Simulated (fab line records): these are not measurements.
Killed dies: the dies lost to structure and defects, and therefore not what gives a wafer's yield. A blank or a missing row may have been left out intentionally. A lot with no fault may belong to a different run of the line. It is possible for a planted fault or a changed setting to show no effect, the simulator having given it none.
Comparing a struck lot with a sound one || flow n5Finfet || 21 out of 1938 route steps
Sound: the wafers L322.1, L322.4, L322.6. Wafers L314.1, L314.3, L314.4 were the ones struck. The cause comes at the end.
Order at every step that has rows: each side's tool, ch and its chambers, its first start. Under that, the readings that differ: sound wafers || struck wafers || difference of the means || sigmas: that difference in standard deviations of wafers without a fault.
alike: readings with means less than 2 such deviations apart, plus words and numbers identical on both sides. not compared: withheld readings, readings lacking a value on some wafer, bounds such as >300 that could conceal the same value, and numbers that have no deviation in the record and whose values overlap.
A row with sigmas, a row that says differs or no value, or rows on one side alone: a step with any of these is where the two part. Numbers that have no deviation but don't overlap get no sigmas and don't part them. Lack of a reading on every wafer of one side parts them only where that side has two or more wafers.

first, 9 steps without rows for these wafers: N5_FIN_SAQP_EXPOSE_13 (exposes mask FIN CORE, target cd 35.6 nm); N5_FIN_SAQP_PEB_14 (peb time 60 s); N5_FIN_SAQP_DEVELOP_15 (develop time 30 s); N5_FIN_SAQP_DESCUM_21 (chemistry O2, time 7.9 s); N5_FIN_SAQP_ETCH_51 (etches SiARC in CF4, target depth 45.5 nm, time 75.8 s); N5_FIN_SAQP_ETCH_52 (etches SOC in N2/H2, target depth 100 nm, overetch 20 nm, time 150 s); N5_FIN_SAQP_STRIP_53 (strips in N2/H2); N5_FIN_SAQP_HM_OPEN_73 (chemistry CHF3/O2, target SiO2, stops on a-Si, target depth 12 nm, time 16.8 s); N5_FIN_SAQP_STRIP_74 (strips in CHF3/O2).
N5_FIN_SAQP_MANDREL_ETCH_22: etches a-Si in HBr/Cl2, stops on SiNx, target depth 60 nm, bt time 10 s, time 30 s.
  sound on rieSi-03 ch 1,2,3, day 7 16:04; struck on rieSi-01 ch 1,2,3, day 5 16:22
  no value came back on the struck wafers for any of 6 readings (HBr_flow_sccm (sccm), biasW (W) and others); on the sound wafers HBr_flow_sccm (sccm) reads 150.8 150.0 150.1
{"reading": "model.SOC_of_FIN_SAQP_COAT_49.thkNm (nm)", "sound": "76.62 75.63 76.73", "struck": "99.89 100.1 99.84", "difference": "+23.62", "sigmas": ""}
  not compared: rfHoursCounterH
then, 5 steps without rows for these wafers: N5_FIN_SAQP_STRIP_55 (strips in N2/H2); N5_FIN_SAQP_STRIP_23 (strips in SPM, time 750 s); N5_FIN_SAQP_SRD_66 (time 30 s); N5_FIN_SAQP_RECESS_75 (chemistry HF/NH3, target SiO2, target depth 14.4 nm, afs cycles 3, sublimation time 60 s); N5_FIN_SAQP_SPACER1_ALD_24 (deposits SiO2, target thk 20.3 nm, pulse time 1 s, purge time 2 s).
N5_FIN_SAQP_SPACER1_ETCHBACK_25: etches SiO2 in CHF3/O2, target depth 24.4 nm, time 12.2 s.
  sound on rieDiel-01 ch 1,2, day 7 17:54; struck on rieDiel-06 ch 0,1, day 5 17:53
{"reading": "oesProductAu (a.u.)", "sound": "0.72 0.71 0.69", "struck": "0.26 0.30 0.30", "difference": -0.42, "sigmas": -6}
  alike: drypumpMotorCurrentA, rfVppV, showerheadPlenumPTorr, throttleValvePct
  not compared: rfHoursCounterH
then, 1 step without rows for these wafers: N5_FIN_SAQP_MANDREL1_REMOVE_56 (chemistry HBr/Cl2/O2, target a-Si, stops on SiNx, bt time 10 s).
N5_FIN_SAQP_CD_MEAS_27: target cd 20 nm.
  sound on cdSem-01 ch 0, day 7 18:06; struck on cdSem-02 ch 0, day 5 18:05
{"reading": "cdNm (nm)", "sound": "20.63 20.65 20.61", "struck": "- - -", "difference": "no value on the struck wafers", "sigmas": ""}
then, 1 step without rows for these wafers: N5_FIN_SAQP_ETCH_57 (etches SiNx in CH3F/O2, target depth 32.5 nm, time 46.4 s).
N5_BEOL_M4_RC_MEAS_101:
  the record has rows for the sound wafers here (prober-02 ch 0, day 14 23:11) and none for the struck ones
-- record jumps: 11 days separate the struck wafers' starts on either side; left off in module BEOL_M4, taken up again in module PASSIVATION, whose first shown step is the route's number 1936 --
N5_PASSIVATION_PROBE_49:
  the record has rows for the struck wafers here (prober-01, day 17 00:00) and none for the sound ones

WHERE THEY PART
At N5_FIN_SAQP_MANDREL_ETCH_22 first; at N5_PASSIVATION_PROBE_49 last (within this record only).

WHY: whatever the simulator had introduced
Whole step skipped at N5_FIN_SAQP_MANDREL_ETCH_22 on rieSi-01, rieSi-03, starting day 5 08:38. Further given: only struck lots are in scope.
